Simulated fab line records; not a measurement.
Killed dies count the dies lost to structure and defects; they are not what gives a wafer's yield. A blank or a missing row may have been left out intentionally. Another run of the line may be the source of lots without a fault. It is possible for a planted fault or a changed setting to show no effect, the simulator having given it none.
fab line records | flow n5_finfet
record: lots: 10 wafers: 30 last_day: 19
route steps=1938 shown MOL_CONTACT_COAG@544 BEOL_M4@1111 PASSIVATION@1936
lots with no fault: from the same line, run without faults
start_h: start of the lot's first displayed wafer, in hours after the record's first day | wait_h: how many hours have passed since the lot's step before this one | " same as the row above | L1.1+2: several wafers, shown together as one row | - either no value or no given start | * or withheld: withheld | < > ~ a bound
route shown NAME@n: a module of which the file shows steps, and the number in the route of the first | usual: the fault-free wafers' mean and standard deviation | same: alike in all rows | chamber/n: place in a boat | sites: readings site by site | _std_site: standard deviation of those values | _edge_site: mean of outer sites minus mean of inner sites | radius_mm: how far each site lies from the wafer's centre | mask NAME#n: copy n | behind: tool/chamber where the wafer was last shaped | hold: why the lot went on hold/how many hours it stayed there/how the hold came to an end | device: transistor that didn't switch, given as n, p or np | end of line: at the end of the route, the tests of the same wafers | a step with no rows: only its recipe | killed: dies that structure and defects cost at the first sort, which is not the same as the wafer's yield | map: a wafer's dies, x killed, . not, _ none there
set.NAME: setting as actually run; set.NAME@STEP: the setting as run at that earlier step | model.NAME: the simulator's own value behind a step, which no gauge read
route steps across a sampled set of lots; one table per step, one row per wafer
services: when a tool's chamber went out of use (start_h, in hours from the record's first day, below 0 if earlier), for how many hours, and the reason
== steps ==
step: N5_MOL_CONTACT_COAG_ALD_20
recipe: material: TiN target_thk_a: 15 temp_c: 400 ald_precursor_family: TiCl4 ald_co_reactant: NH3 pulse_time_s: 1 purge_time_s: 3 co_reactant_purge_time_s: 2 co_reactant_pulse_time_s: 2 ald_cycles: 68 pressure_torr: 3
usual: ald_cycles: 68/0 chamber_pressure_Torr: 3.000/0.0066 heater_power_w: 945/140 precursor_pulse_height_rel: 1.000/0.018
columns lot.wafer tool chamber start_h wait_h ald_cycles chamber_pressure_Torr heater_power_w precursor_pulse_height_rel
L263.1 ald_metal-02 1 101.11 0.1 68 3.008 839 1.012
L263.2 " 2 " " 68 2.999 1284 0.982
L263.5 " 3 " " 68 2.998 665 1.022
L266.1 ald_metal-04 0 120.08 0.1 68 2.996 932 0.988
L266.2 " 1 " " 68 2.999 935 1.007
L266.4 " 3 " " 68 3.005 1053 1.007
L268.2 ald_metal-04 3 131.58 0.1 - - - -
L268.3 " 1 " " - - - -
L268.5 " 0 " " - - - -
L269.1 ald_metal-04 0 138.08 0.1 - - - -
L269.3 " 3 " " - - - -
L269.4 " 0 " " - - - -
L270.1 ald_metal-04 1 141.45 0.1 - - - -
L270.3 " 3 " " - - - -
L270.5 " 3 " " - - - -
L276.2 ald_metal-04 1 180.07 0.1 68 2.989 976 0.979
L276.3 " 3 " " 68 3.004 1080 0.975
L276.4 " 2 " " 68 3.003 782 1.039
L277.1 ald_metal-04 1 185.25 0.1 68 2.999 974 0.995
L277.3 " 2 " " 68 3.002 795 1.015
L277.6 " 3 " " 68 3.000 1070 1.019
L278.2 ald_metal-04 0 194.33 0.1 68 2.993 915 0.977
L278.5 " 3 " " 68 3.006 1045 1.001
L278.6 " 0 " " 68 3.006 938 0.999
L280.2 ald_metal-04 2 204.01 0.1 68 3.002 792 0.989
L280.4 " 0 " " 68 2.999 896 0.995
L280.6 " 0 " " 68 3.001 901 1.036
L283.1 ald_metal-04 2 225.29 0.1 68 2.992 787 1.002
L283.3 " 3 " " 68 3.011 1066 0.990
L283.4 " 1 " " 68 2.994 950 0.984
step: N5_MOL_CONTACT_COAG_SIL_ANNEAL_21
recipe: temp_c: 550 time_s: 60 ambient: N2
usual: lamp_power_pct: 5.64/0.063 wafer_temp_C_max: 552.4/1.2
columns lot.wafer tool chamber start_h wait_h lamp_power_pct wafer_temp_C_max
L263.1 rtp_anneal-02 0 101.49 0.2 5.71 552.0
L263.2 " 0 " " 5.71 551.4
L263.5 " 0 " " 5.71 550.8
L266.1 rtp_anneal-02 0 120.45 0.2 5.70 551.2
L266.2 " 0 " " 5.70 551.5
L266.4 " 0 " " 5.72 550.6
L268.2 rtp_anneal-01 0 132.04 0.3 5.58 554.3
L268.3 " 0 " " 5.58 552.8
L268.5 " 0 " " 5.57 554.1
L269.1 rtp_anneal-01 0 138.45 0.2 5.58 552.4
L269.3 " 0 " " 5.57 553.1
L269.4 " 0 " " 5.57 553.3
L270.1 rtp_anneal-02 0 141.88 0.3 5.70 551.1
L270.3 " 0 " " 5.70 551.6
L270.5 " 0 " " 5.70 550.8
L276.2 rtp_anneal-02 0 180.48 0.2 5.71 551.3
L276.3 " 0 " " 5.71 551.4
L276.4 " 0 " " 5.70 551.2
L277.1 rtp_anneal-02 0 185.62 0.2 5.71 551.4
L277.3 " 0 " " 5.71 551.1
L277.6 " 0 " " 5.70 550.7
L278.2 rtp_anneal-02 0 194.74 0.2 5.70 551.4
L278.5 " 0 " " 5.71 551.8
L278.6 " 0 " " 5.71 551.0
L280.2 rtp_anneal-02 0 204.42 0.2 5.71 550.8
L280.4 " 0 " " 5.70 551.4
L280.6 " 0 " " 5.70 551.5
L283.1 rtp_anneal-01 0 225.67 0.2 5.58 553.3
L283.3 " 0 " " 5.58 553.4
L283.4 " 0 " " 5.58 553.6
step: N5_MOL_CONTACT_COAG_PRE_CLEAN_141
recipe: gas: H2/He time_s: 60 temp_c: 300
usual: heater_power_w: 453/24
columns lot.wafer tool chamber start_h wait_h heater_power_w
L263.1 pvd_sputter-03 - 102.12 0.6 474
L263.2 " - " " 468
L263.5 " - " " 455
L266.1 pvd_sputter-01 - 120.69 0.2 400
L266.2 " - " " 440
L266.4 " - " " 466
L268.2 pvd_sputter-03 - 133.43 1.4 467
L268.3 " - " " 461
L268.5 " - " " 469
L269.1 pvd_sputter-01 - 139.04 0.6 461
L269.3 " - " " 448
L269.4 " - " " 398
L270.1 pvd_sputter-03 - 142.33 0.4 477
L270.3 " - " " 458
L270.5 " - " " 464
L276.2 pvd_sputter-01 - 181.78 1.3 398
L276.3 " - " " 471
L276.4 " - " " 466
L277.1 pvd_sputter-03 - 188.15 2.5 487
L277.3 " - " " 446
L277.6 " - " " 457
L278.2 pvd_sputter-01 - 197.01 2.2 468
L278.5 " - " " 438
L278.6 " - " " 395
L280.2 pvd_sputter-02 - 205.39 0.9 470
L280.4 " - " " 428
L280.6 " - " " 461
L283.1 pvd_sputter-01 - 226.09 0.4 463
L283.3 " - " " 474
L283.4 " - " " 440
step: N5_MOL_CONTACT_COAG_ANNEAL_113
recipe: temp_c: 400 time_s: 300 ambient: H2/N2
usual: lamp_power_pct: 2.425/0.027 wafer_temp_C_max: 401.8/0.87
columns lot.wafer tool chamber start_h wait_h lamp_power_pct wafer_temp_C_max
L263.1 rtp_anneal-02 0 102.92 0.3 2.453 401.2
L263.2 " 0 " " 2.449 400.9
L263.5 " 0 " " 2.450 401.6
L266.1 rtp_anneal-01 0 121.77 0.6 2.398 402.1
L266.2 " 0 " " 2.395 402.3
L266.4 " 0 " " 2.402 402.6
L268.2 rtp_anneal-01 0 134.66 0.8 2.397 401.3
L268.3 " 0 " " 2.401 401.4
L268.5 " 0 " " 2.399 401.7
L269.1 rtp_anneal-01 0 139.83 0.3 2.397 402.9
L269.3 " 0 " " 2.395 402.1
L269.4 " 0 " " 2.398 403.1
L270.1 rtp_anneal-02 0 143.42 0.6 2.452 400.8
L270.3 " 0 " " 2.451 400.9
L270.5 " 0 " " 2.449 400.8
L276.2 rtp_anneal-02 0 182.73 0.5 2.454 401.3
L276.3 " 0 " " 2.450 401.0
L276.4 " 0 " " 2.452 401.2
L277.1 rtp_anneal-01 0 188.95 0.3 2.397 402.7
L277.3 " 0 " " 2.398 402.3
L277.6 " 0 " " 2.398 402.4
L278.2 rtp_anneal-02 0 198.14 0.7 2.455 401.0
L278.5 " 0 " " 2.457 400.8
L278.6 " 0 " " 2.454 401.3
L280.2 rtp_anneal-01 0 206.34 0.5 2.391 403.0
L280.4 " 0 " " 2.402 403.2
L280.6 " 0 " " 2.395 403.0
L283.1 rtp_anneal-02 0 227.05 0.4 2.456 400.9
L283.3 " 0 " " 2.452 401.0
L283.4 " 0 " " 2.449 400.5
step: N5_BEOL_M4_RC_MEAS_101
usual: DIBL_N: 36.4/1.4 DIBL_P: 36.4/1.5 IOFF_N: 0.156/0.022 IOFF_P: 0.210/0.023 ION_N: 675/9.1 ION_P: 463/5.7 SS_N: 71.6/0.45 SS_P: 73.3/0.56 VT_N: 250/3.1 VT_P: -250.3/2.3
columns lot.wafer tool chamber start_h wait_h DIBL_N[mV/V] DIBL_P[mV/V] IOFF_N[nA/um] IOFF_P[nA/um] ION_N[uA/um] ION_P[uA/um] SS_N[mV/dec] SS_P[mV/dec] VT_N[mV] VT_P[mV]
L263.1 prober-02 0 222.00 0.0 34.5 34.8 0.139 0.180 663 453 71.0 72.3 252 -248.9
L263.2 " 0 " " 35.7 36.9 0.163 0.217 672 459 71.0 73.5 248 -248.0
L263.5 " 0 " " 35.5 37.1 0.166 0.213 678 462 71.6 73.3 248 -248.4
L266.1 prober-01 0 223.88 0.0 33.9 35.1 0.142 0.200 676 467 71.2 72.2 248 -251.3
L266.2 " 0 " " 35.9 38.1 0.189 0.241 688 465 72.3 73.4 245 -246.9
L266.4 " 0 " " 34.0 34.8 0.141 0.192 663 462 70.7 72.0 251 -251.6
L268.2 prober-02 0 234.52 0.2 37.4 37.3 0.160 0.195 667 455 71.1 73.6 248 -254.0
L268.3 " 0 " " 37.6 37.7 0.155 0.200 667 455 71.7 73.8 253 -252.8
L268.5 " 0 " " 37.8 37.5 0.163 0.206 670 464 71.4 73.9 249 -251.3
L269.1 prober-01 0 241.96 0.0 36.7 39.1 0.176 0.239 683 470 72.3 74.5 245 -248.6
L269.3 " 0 " " 38.2 40.0 0.215 0.259 691 466 71.8 73.4 243 -246.6
L269.4 " 0 " " 35.7 37.9 0.169 0.216 676 460 71.2 73.3 245 -248.6
L270.1 prober-01 0 249.15 0.0 36.8 37.6 0.161 0.204 683 463 71.3 72.9 250 -250.2
L270.3 " 0 " " 36.9 37.7 0.157 0.212 670 457 71.6 73.1 253 -247.6
L270.5 " 0 " " 35.2 36.0 0.137 0.183 667 458 71.2 73.0 253 -249.6
L276.2 prober-01 0 280.29 0.2 36.2 33.8 0.155 0.191 677 456 71.6 72.4 248 -249.8
L276.3 " 0 " " 37.6 36.6 0.175 0.228 684 468 71.5 73.7 249 -247.9
L276.4 " 0 " " 37.3 36.0 0.173 0.223 687 465 71.4 73.1 248 -247.1
L277.1 prober-01 0 289.62 0.0 37.7 38.4 0.171 0.213 681 467 71.7 73.4 250 -251.3
L277.3 " 0 " " 37.9 38.2 0.176 0.225 681 465 72.3 73.7 249 -249.6
L277.6 " 0 " " 38.8 40.0 0.190 0.240 691 463 71.6 73.7 249 -248.2
L278.2 prober-01 0 301.47 0.2 37.7 37.1 0.167 0.210 682 461 71.6 74.3 249 -251.9
L278.5 " 0 " " 36.4 35.4 0.154 0.189 687 463 71.4 73.1 249 -252.3
L278.6 " 0 " " 38.5 38.0 0.188 0.223 690 471 71.9 73.9 245 -251.3
L280.2 prober-02 0 311.12 0.2 34.7 36.0 0.134 0.192 678 465 71.1 72.3 252 -251.0
L280.4 " 0 " " 34.6 35.4 0.130 0.187 661 459 71.7 72.1 251 -251.1
L280.6 " 0 " " 33.9 34.7 0.116 0.168 665 456 71.0 72.4 254 -252.2
L283.1 prober-02 0 327.70 0.0 37.2 38.6 0.187 0.259 685 477 72.3 73.5 246 -249.3
L283.3 " 0 " " 36.8 37.0 0.166 0.228 671 465 72.1 74.1 248 -249.0
L283.4 " 0 " " 35.9 35.9 0.152 0.212 675 467 71.6 73.8 249 -250.1
step: N5_PASSIVATION_PROBE_49
usual: defect_limited_yield: 91.5/1.3 killed_at_M0_to_M3: 33/10 killed_at_M4_up: 13/4 killed_at_contacts: 12/6.3 killed_at_front_end: 39/11 killed_at_other: 3.4/2.6 killed_dies: 100/15 killed_on_rim: 13/4 killed_open: 65/11 killed_short: 34/7.8 sort_bin_5_function: 5.0/0.89 sort_bin_6_memory: 3.2/0.58 sort_n_pass: 1080/15 sort_yield_pct: 91.5/1.3
same: gross_dies: 1180 killed_at_back_side: 0 sort_bin_4_leakage[%]: 0 sort_bin_8_speed[%]: 0
columns lot.wafer tool chamber start_h wait_h defect_limited_yield[%] killed_at_M0_to_M3 killed_at_M4_up killed_at_contacts killed_at_front_end killed_at_other killed_dies killed_on_rim killed_open killed_short sort_bin_5_function[%] sort_bin_6_memory[%] sort_n_pass sort_yield_pct[%]
L263.1 prober-02 - 335.39 0.0 93.1 25 5 23 29 0 82 9 61 21 4.5 2.3 1098 93.1
L263.2 prober-02 - 335.44 0.1 90.6 40 9 20 39 3 111 19 74 33 5.8 3.0 1069 90.6
L263.5 prober-02 - 335.59 0.2 92.4 34 17 12 25 2 90 14 57 33 4.5 2.9 1090 92.4
L266.1 prober-02 - 338.18 0.0 91.3 25 16 15 44 3 103 18 70 31 5.1 3.4 1077 91.3
L266.2 prober-02 - 338.23 0.1 88.7 23 15 25 64 6 133 16 85 47 6.1 4.8 1047 88.7
L266.4 prober-02 - 338.33 0.2 90.7 33 8 11 56 2 110 13 76 32 4.8 4.0 1070 90.7
L268.2 prober-02 - 352.26 0.1 43.6 26 22 557 55 6 666 138 86 36 53.0 3.4 514 43.6
L268.3 prober-02 - 352.31 0.2 45.6 31 18 544 46 3 642 20 78 26 50.8 3.5 538 45.6
L268.5 prober-02 - 352.41 0.3 45.8 18 17 560 37 7 639 126 60 27 51.4 2.6 541 45.8
L269.1 prober-01 - 357.64 0.0 45.8 40 16 563 18 3 640 136 64 20 51.9 2.1 540 45.8
L269.3 prober-01 - 357.74 0.1 46.8 14 9 566 37 2 628 139 44 27 51.2 1.9 552 46.8
L269.4 prober-01 - 357.79 0.2 45.3 23 12 575 34 1 645 124 73 20 51.9 2.6 535 45.3
L270.1 prober-02 - 361.92 0.0 44.5 36 11 525 79 4 655 39 78 60 51.4 3.6 525 44.5
L270.3 prober-02 - 362.02 0.1 46.2 38 15 537 39 6 635 137 74 42 48.7 4.4 545 46.2
L270.5 prober-02 - 362.12 0.2 45.1 19 11 555 59 4 648 141 61 41 51.4 3.3 532 45.1
L276.2 prober-02 - 392.46 0.1 91.0 35 12 13 42 4 106 15 71 35 6.0 2.7 1074 91.0
L276.3 prober-02 - 392.51 0.1 92.4 39 8 10 30 3 90 10 50 39 3.8 3.1 1090 92.4
L276.4 prober-02 - 392.56 0.2 93.5 24 8 20 25 0 77 10 48 29 3.2 2.9 1103 93.5
L277.1 prober-02 - 394.38 0.0 91.9 38 7 7 42 2 96 17 52 43 5.0 2.6 1084 91.9
L277.3 prober-02 - 394.48 0.1 91.8 34 15 2 43 3 97 14 49 43 4.2 3.3 1083 91.8
L277.6 prober-02 - 394.63 0.3 92.3 39 8 4 38 2 91 19 52 34 4.2 2.6 1089 92.3
L278.2 prober-01 - 417.42 0.1 93.1 21 14 7 37 2 81 7 49 32 4.0 2.8 1099 93.1
L278.5 prober-01 - 417.57 0.2 90.8 28 17 6 53 4 108 18 74 34 6.0 3.0 1072 90.8
L278.6 prober-01 - 417.62 0.3 92.2 24 14 6 43 5 92 9 62 30 5.0 2.4 1088 92.2
L280.2 prober-02 - 418.81 0.1 89.8 41 12 13 52 2 120 11 75 43 6.4 3.6 1060 89.8
L280.4 prober-02 - 418.91 0.2 88.6 34 11 16 71 2 134 11 87 45 6.6 4.2 1046 88.6
L280.6 prober-02 - 419.01 0.3 90.6 35 11 4 58 3 111 16 73 37 5.8 3.2 1069 90.6
L283.1 prober-02 - 452.39 0.0 91.5 40 7 3 50 0 100 14 66 33 5.1 3.1 1080 91.5
L283.3 prober-02 - 452.49 0.1 90.3 36 12 12 49 5 114 21 72 40 6.3 2.9 1066 90.3
L283.4 prober-02 - 452.54 0.2 90.1 36 7 16 58 0 117 13 74 42 5.9 3.8 1063 90.1
killed by level:class
L263.1 MOL_CONTACT_COAG:geometric_particle:open=20 BEOL_M0_SAQP:geometric_particle:open=7 FIN_SAQP:geometric_particle:open=6 BEOL_M0_SAQP:geometric_particle:short=6 BEOL_M3:geometric_particle:open=6 FIN_SAQP:geometric_particle:short=5 GATE_CUT:geometric_particle:open=4 BEOL_M4:geometric_particle:open=4
L263.2 MOL_CONTACT_COAG:geometric_particle:open=15 BEOL_M2:geometric_particle:open=13 BEOL_M3:geometric_particle:open=10 FIN_SAQP:geometric_particle:open=7 STI_FIN_REVEAL:geometric_particle:open=7 BEOL_M0_SAQP:geometric_particle:open=6 MOL_CONTACT_COAG:geometric_particle:short=5 BEOL_M0_SAQP:geometric_particle:short=4
L263.5 MOL_CONTACT_COAG:geometric_particle:open=10 BEOL_M0_SAQP:geometric_particle:short=8 BEOL_M0_SAQP:geometric_particle:open=6 BEOL_M2:geometric_particle:open=6 FIN_SAQP:geometric_particle:short=5 FIN_SAQP:geometric_particle:open=5 BEOL_M4:geometric_particle:open=5 BEOL_M1:geometric_particle:open=4
L266.1 STI_FIN_REVEAL:geometric_particle:open=15 MOL_CONTACT_COAG:geometric_particle:open=13 BEOL_M2:geometric_particle:open=8 BEOL_M0_SAQP:geometric_particle:open=7 BEOL_M4:geometric_particle:open=7 FIN_SAQP:geometric_particle:short=5 FIN_SAQP:geometric_particle:open=4 STI_FIN_REVEAL:geometric_particle:short=4
L266.2 MOL_CONTACT_COAG:geometric_particle:open=23 STI_FIN_REVEAL:geometric_particle:open=22 FIN_SAQP:geometric_particle:short=13 BEOL_M0_SAQP:geometric_particle:short=10 FIN_SAQP:geometric_particle:open=7 STI_FIN_REVEAL:geometric_particle:short=7 BEOL_M2:geometric_particle:open=6 BEOL_M4:geometric_particle:open=6
L266.4 FIN_SAQP:geometric_particle:open=15 FIN_SAQP:geometric_particle:short=12 BEOL_M0_SAQP:geometric_particle:open=12 MOL_CONTACT_COAG:geometric_particle:open=10 STI_FIN_REVEAL:geometric_particle:open=9 BEOL_M0_SAQP:geometric_particle:short=7 BEOL_M2:geometric_particle:open=6 BEOL_M3:geometric_particle:open=4
L268.2 MOL_CONTACT_COAG:area_ald=544 BEOL_M4:geometric_particle:open=13 STI_FIN_REVEAL:geometric_particle:open=12 FIN_SAQP:geometric_particle:open=11 BEOL_M2:geometric_particle:open=11 MOL_CONTACT_COAG:geometric_particle:open=9 FIN_SAQP:geometric_particle:short=6 GATE_CUT:geometric_particle:short=5
L268.3 MOL_CONTACT_COAG:area_ald=537 STI_FIN_REVEAL:geometric_particle:open=12 BEOL_M4:geometric_particle:open=11 BEOL_M2:geometric_particle:open=10 FIN_SAQP:geometric_particle:open=7 FIN_SAQP:geometric_particle:short=6 BEOL_M0:geometric_particle:open=6 DUMMY_GATE:geometric_particle:open=4
L268.5 MOL_CONTACT_COAG:area_ald=552 STI_FIN_REVEAL:geometric_particle:open=9 STI_FIN_REVEAL:geometric_particle:short=7 MOL_CONTACT_COAG:geometric_particle:open=6 BEOL_M1:geometric_particle:open=6 BEOL_M6:geometric_particle:open=5 FIN_SAQP:geometric_particle:open=3 GATE_CUT:geometric_particle:open=3
L269.1 MOL_CONTACT_COAG:area_ald=556 BEOL_M2:geometric_particle:open=12 STI_FIN_REVEAL:geometric_particle:open=8 BEOL_M8:geometric_particle:open=7 BEOL_M0_SAQP:geometric_particle:open=6 DUMMY_GATE:geometric_particle:open=5 BEOL_M0_SAQP:geometric_particle:short=5 BEOL_M1:geometric_particle:open=5
L269.3 MOL_CONTACT_COAG:area_ald=556 FIN_SAQP:geometric_particle:open=9 FIN_SAQP:geometric_particle:short=8 STI_FIN_REVEAL:geometric_particle:open=7 MOL_CONTACT_COAG:geometric_particle:open=7 GATE_CUT:geometric_particle:short=3 MOL_CONTACT_COAG:geometric_particle:short=3 BEOL_M0_SAQP:geometric_particle:open=3
L269.4 MOL_CONTACT_COAG:area_ald=552 MOL_CONTACT_COAG:geometric_particle:open=20 STI_FIN_REVEAL:geometric_particle:open=12 BEOL_M3:geometric_particle:open=8 BEOL_M2:geometric_particle:open=7 FIN_SAQP:geometric_particle:open=5 BEOL_M3:geometric_particle:short=4 DUMMY_GATE:geometric_particle:short=3
L270.1 MOL_CONTACT_COAG:area_ald=517 FIN_SAQP:geometric_particle:short=25 FIN_SAQP:geometric_particle:open=13 BEOL_M3:geometric_particle:open=11 GATE_CUT:geometric_particle:open=11 GATE_CUT:geometric_particle:short=11 BEOL_M0_SAQP:geometric_particle:short=9 MOL_CONTACT_COAG:geometric_particle:open=8
L270.3 MOL_CONTACT_COAG:area_ald=516 MOL_CONTACT_COAG:geometric_particle:open=20 FIN_SAQP:geometric_particle:short=12 BEOL_M0_SAQP:geometric_particle:short=12 BEOL_M2:geometric_particle:open=8 BEOL_M3:geometric_particle:open=8 FIN_SAQP:geometric_particle:open=7 BEOL_M0_SAQP:geometric_particle:open=5
L270.5 MOL_CONTACT_COAG:area_ald=546 FIN_SAQP:geometric_particle:open=20 FIN_SAQP:geometric_particle:short=11 MOL_CONTACT_COAG:geometric_particle:open=7 STARTING-WAFER:geometric_particle:short=5 GATE_CUT:geometric_particle:short=4 GATE_CUT:geometric_particle:open=4 BEOL_M2:geometric_particle:open=4
L276.2 BEOL_M0_SAQP:geometric_particle:open=12 FIN_SAQP:geometric_particle:short=10 MOL_CONTACT_COAG:geometric_particle:open=9 STI_FIN_REVEAL:geometric_particle:open=7 BEOL_M0_SAQP:geometric_particle:short=7 GATE_CUT:geometric_particle:open=6 GATE_CUT:geometric_particle:short=6 FIN_SAQP:geometric_particle:open=5
L276.3 BEOL_M0_SAQP:geometric_particle:short=11 FIN_SAQP:geometric_particle:short=9 MOL_CONTACT_COAG:geometric_particle:open=9 BEOL_M2:geometric_particle:open=8 GATE_CUT:geometric_particle:short=7 BEOL_M0_SAQP:geometric_particle:open=7 BEOL_M3:geometric_particle:open=5 BEOL_M1:geometric_particle:open=4
L276.4 MOL_CONTACT_COAG:geometric_particle:open=15 BEOL_M0_SAQP:geometric_particle:short=8 FIN_SAQP:geometric_particle:open=7 GATE_CUT:geometric_particle:short=6 BEOL_M3:geometric_particle:open=6 MOL_CONTACT_COAG:geometric_particle:short=5 FIN_SAQP:geometric_particle:short=3 STI_FIN_REVEAL:geometric_particle:open=3
L277.1 BEOL_M0_SAQP:geometric_particle:short=11 FIN_SAQP:geometric_particle:open=10 BEOL_M0_SAQP:geometric_particle:open=10 FIN_SAQP:geometric_particle:short=9 GATE_CUT:geometric_particle:short=6 MOL_CONTACT_COAG:geometric_particle:open=6 BEOL_M3:geometric_particle:open=4 STI_FIN_REVEAL:geometric_particle:open=3
L277.3 FIN_SAQP:geometric_particle:short=11 BEOL_M0_SAQP:geometric_particle:short=11 STI_FIN_REVEAL:geometric_particle:open=9 BEOL_M0_SAQP:geometric_particle:open=7 BEOL_M2:geometric_particle:open=7 BEOL_M4:geometric_particle:open=5 FIN_SAQP:geometric_particle:open=3 FIN_CUT:geometric_particle:short=3
L277.6 BEOL_M0_SAQP:geometric_particle:short=12 BEOL_M0_SAQP:geometric_particle:open=11 FIN_SAQP:geometric_particle:short=8 FIN_SAQP:geometric_particle:open=6 BEOL_M3:geometric_particle:open=6 BEOL_M2:geometric_particle:open=5 STI_FIN_REVEAL:geometric_particle:open=4 GATE_CUT:geometric_particle:open=3
L278.2 STI_FIN_REVEAL:geometric_particle:open=11 FIN_SAQP:geometric_particle:open=9 BEOL_M0_SAQP:geometric_particle:short=7 BEOL_M3:geometric_particle:open=6 GATE_CUT:geometric_particle:short=4 MOL_CONTACT_COAG:geometric_particle:short=4 FIN_SAQP:geometric_particle:short=3 MOL_CONTACT_COAG:geometric_particle:open=3
L278.5 DUMMY_GATE:geometric_particle:open=15 FIN_SAQP:geometric_particle:open=14 FIN_SAQP:geometric_particle:short=7 MOL_CONTACT_COAG:geometric_particle:open=6 STI_FIN_REVEAL:geometric_particle:open=5 BEOL_M4:geometric_particle:open=5 BEOL_M8:geometric_particle:open=4 BEOL_M0_SAQP:geometric_particle:short=4
L278.6 FIN_SAQP:geometric_particle:open=11 STI_FIN_REVEAL:geometric_particle:open=10 FIN_SAQP:geometric_particle:short=6 MOL_CONTACT_COAG:geometric_particle:open=5 BEOL_M0:geometric_particle:short=5 BEOL_M1:geometric_particle:open=5 BEOL_M4:geometric_particle:short=5 DUMMY_GATE:geometric_particle:open=4
L280.2 STI_FIN_REVEAL:geometric_particle:open=12 FIN_SAQP:geometric_particle:open=11 MOL_CONTACT_COAG:geometric_particle:open=9 BEOL_M2:geometric_particle:open=9 BEOL_M0_SAQP:geometric_particle:open=8 BEOL_M0_SAQP:geometric_particle:short=7 BEOL_M3:geometric_particle:open=6 BEOL_M4:geometric_particle:open=6
L280.4 STI_FIN_REVEAL:geometric_particle:open=15 FIN_SAQP:geometric_particle:open=13 MOL_CONTACT_COAG:geometric_particle:open=13 FIN_SAQP:geometric_particle:short=10 BEOL_M0_SAQP:geometric_particle:short=10 GATE_CUT:geometric_particle:short=7 BEOL_M0_SAQP:geometric_particle:open=7 DUMMY_GATE:geometric_particle:open=6
L280.6 STI_FIN_REVEAL:geometric_particle:open=16 FIN_SAQP:geometric_particle:open=14 BEOL_M0_SAQP:geometric_particle:short=9 BEOL_M3:geometric_particle:open=8 BEOL_M4:geometric_particle:open=6 BEOL_M0_SAQP:geometric_particle:open=6 FIN_SAQP:geometric_particle:short=3 SPACER0:geometric_particle:short=3
L283.1 STI_FIN_REVEAL:geometric_particle:open=11 BEOL_M2:geometric_particle:open=11 FIN_SAQP:geometric_particle:open=10 BEOL_M0_SAQP:geometric_particle:open=7 DUMMY_GATE:geometric_particle:open=5 BEOL_M0_SAQP:geometric_particle:short=5 BEOL_M0:geometric_particle:open=5 FIN_SAQP:geometric_particle:short=4
L283.3 FIN_SAQP:geometric_particle:open=16 MOL_CONTACT_COAG:geometric_particle:open=9 BEOL_M0_SAQP:geometric_particle:short=8 BEOL_M2:geometric_particle:open=8 STI_FIN_REVEAL:geometric_particle:open=7 FIN_SAQP:geometric_particle:short=5 STI_FIN_REVEAL:geometric_particle:short=5 BEOL_M1:geometric_particle:open=5
L283.4 STI_FIN_REVEAL:geometric_particle:open=19 MOL_CONTACT_COAG:geometric_particle:open=12 BEOL_M0_SAQP:geometric_particle:short=11 FIN_SAQP:geometric_particle:open=9 BEOL_M0_SAQP:geometric_particle:open=8 GATE_CUT:geometric_particle:short=6 DUMMY_GATE:geometric_particle:open=5 FIN_SAQP:geometric_particle:short=4
== services ==
columns tool chamber start_h hours kind
ald_metal-02 - 80.70 0.9 repair
ald_metal-04 - 92.53 1.1 repair
ald_metal-04 2 122.96 25.0 repair
pvd_sputter-01 - 139.40 1.8 repair
ald_metal-04 - 149.17 8.7 pm
ald_metal-02 2 155.50 3.8 repair
ald_metal-04 0 171.20 1.6 repair
pvd_sputter-02 - 186.11 7.3 repair
ald_metal-02 0 189.12 17.4 repair
== key ==
first_sign: step: N5_MOL_CONTACT_COAG_ALD_20 reading: tool_record direction: missing
effect: step: N5_PASSIVATION_PROBE_49 reading: killed_at_contacts direction: up sigmas: 86 usual: 12 struck: 554
more_kills_born_at: N5_MOL_CONTACT_COAG_ALD_20@ald_metal-04: 4873
met_at N5_MOL_CONTACT_COAG_ALD_20
struck_lots L268,L269,L270
not_acting_at N5_MOL_CONTACT_COAG_SIL_ANNEAL_21,N5_MOL_CONTACT_COAG_PRE_CLEAN_141,N5_MOL_CONTACT_COAG_ANNEAL_113
onset_between 120.08 131.58
fault: kind: skipped_step_whole tool: ald_metal-04 chamber: - onset_h: 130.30 steps: N5_MOL_CONTACT_COAG_ALD_20 scope: struck_lots_only
